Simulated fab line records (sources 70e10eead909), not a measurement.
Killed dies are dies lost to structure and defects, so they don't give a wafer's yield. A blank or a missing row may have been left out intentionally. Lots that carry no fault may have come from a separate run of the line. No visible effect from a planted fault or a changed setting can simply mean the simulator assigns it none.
A lot that was struck, set against a sound lot	flow nandHarc	17 steps out of a route of 1302
Sound: these wafers, L736.1, L736.3, L736.4. Struck: wafers L745.1, L745.3 (left out: L745.4, a lot-mate that was not struck); the cause follows at the end.
Order at every step that has rows: each side's tool, ch and its chambers, its first start. Under that, the readings that differ: sound wafers	struck wafers	difference of the means	sigmas: that difference in standard deviations of wafers without a fault.
alike: words and numbers the same on both sides, and readings whose means are apart by under 2 such deviations; not compared: readings that were withheld, readings missing a value for some wafer, numbers with overlapping values and no deviation given by the record, and bounds like >300 which may hide the same value.
The two part at a step that has a row with sigmas, a row that says differs or no value, or rows on one side only. When numbers do not overlap yet have no deviation, they are printed without sigmas and do not part them. A reading missing from all wafers of one side parts the sides only when that side holds two or more wafers.

NHARC_P_M2_INSPECT_11:
  struck on defectInspect-02, day 14 14:19; sound on defectInspect-01, day 10 19:04
  alike: rawDefectCount
then, 1 step without rows for these wafers: NHARC_P_M2_DESCUM_14 (chemistry O2, time 3 s).
NHARC_P_M2_ETCH_35: etches the open film in N2/H2, target depth 40 nm, overetch 12 nm, time 43.94 s.
  sound on rieDiel-11 ch 2,3, day 10 19:14; struck on rieDiel-06 ch 2,3, day 14 14:31
reading	sound	struck	difference	sigmas
chamberPressureMTorr (mTorr)	30.037 30.079 29.987	29.953 29.980	-0.068	-2
  alike: drypumpMotorCurrentA, mfcArSccm, oesProductAu, rfFwdPowerW, rfVppV, showerheadPlenumPTorr, throttleValvePct
  not compared: rfHoursCounterH
NHARC_P_M2_ETCH_15: etches the open film in C4F8/Ar, target depth 182.5 nm, time 91.2 s.
  sound on rieDiel-11 ch 0,2; struck on rieDiel-06 ch 2, day 14 14:38
  alike: chamberPressureMTorr, oesProductAu, rfFwdPowerW, rfVppV
  not compared: rfHoursCounterH
NHARC_P_M2_CD_MEAS_16:
  struck on cdSem-03, day 14 14:49; sound on cdSem-02, day 10 19:29
  alike: cdNm
NHARC_P_M2_STRIP_18: strips in N2/H2.
  sound on rieDiel-12 ch 0,3, day 10 19:36; struck on rieDiel-12 ch 0,2, day 14 14:53
  alike: chamberPressureMTorr, drypumpMotorCurrentA, mfcArSccm, oesProductAu, rfFwdPowerW, rfVppV, showerheadPlenumPTorr, throttleValvePct
  not compared: rfHoursCounterH
then, 4 steps without rows for these wafers: NHARC_P_M2_ETCH_28 (etches the open film in CF4/N2, target depth 30 nm, time 72.99 s); NHARC_P_M2_STRIP_19 (strips in post etch residue remover, time 600 s); NHARC_P_M2_DEGAS_29 (time 60 s); NHARC_P_M2_PRE_CLEAN_30 (time 30 s).
NHARC_P_M2_PVD_20: deposits TaN, target thk 5 nm, time 8.06 s.
  sound on pvdSputter-01; struck on pvdSputter-03
  alike: chamberPressurePa, throttleValvePct
NHARC_P_M2_PVD_21: deposits Cu, target thk 30 nm, time 20.49 s.
  sound on pvdSputter-01; struck on pvdSputter-03
  alike: chamberPressurePa, throttleValvePct
NHARC_P_M2_ECD_22: material Cu, target thk 400 nm.
  sound on ecdCu-02 ch 0,1, day 10 20:38; struck on ecdCu-01 ch 1, day 14 16:05
  alike: bathTempC
then, 1 step without rows for these wafers: NHARC_P_M2_ANNEAL_31 (time 90 s).
NHARC_P_M2_CMP_23: polishes, t overpolish 20 s, target thk 144.3 nm.
  sound on cmp-04 ch 0,2,3, day 10 21:36; struck on cmp-01 ch 0,3, day 14 16:51
reading	sound	struck	difference	sigmas
timeToEndpointS (s)	29.6 31.6 28.4	11.7 15.4	-16.3	-7
  alike: motorCurrentA, slurryFilterDpKPa
NHARC_P_M2_THK_MEAS_24: measures by xrf.
  struck on filmMetro-01, day 14 17:10; sound on filmMetro-01, day 10 21:55
  alike: thkNm
following that, these wafers have no rows for 1 step: NHARC_END_SORT_01.

## WHERE THEY PART
Last at NHARC_P_M2_CMP_23 as far as this record goes, first at NHARC_P_M2_ETCH_35. Later steps at which nothing parts them and some readings are alike: NHARC_P_M2_THK_MEAS_24.

WHY: what the simulator had put in
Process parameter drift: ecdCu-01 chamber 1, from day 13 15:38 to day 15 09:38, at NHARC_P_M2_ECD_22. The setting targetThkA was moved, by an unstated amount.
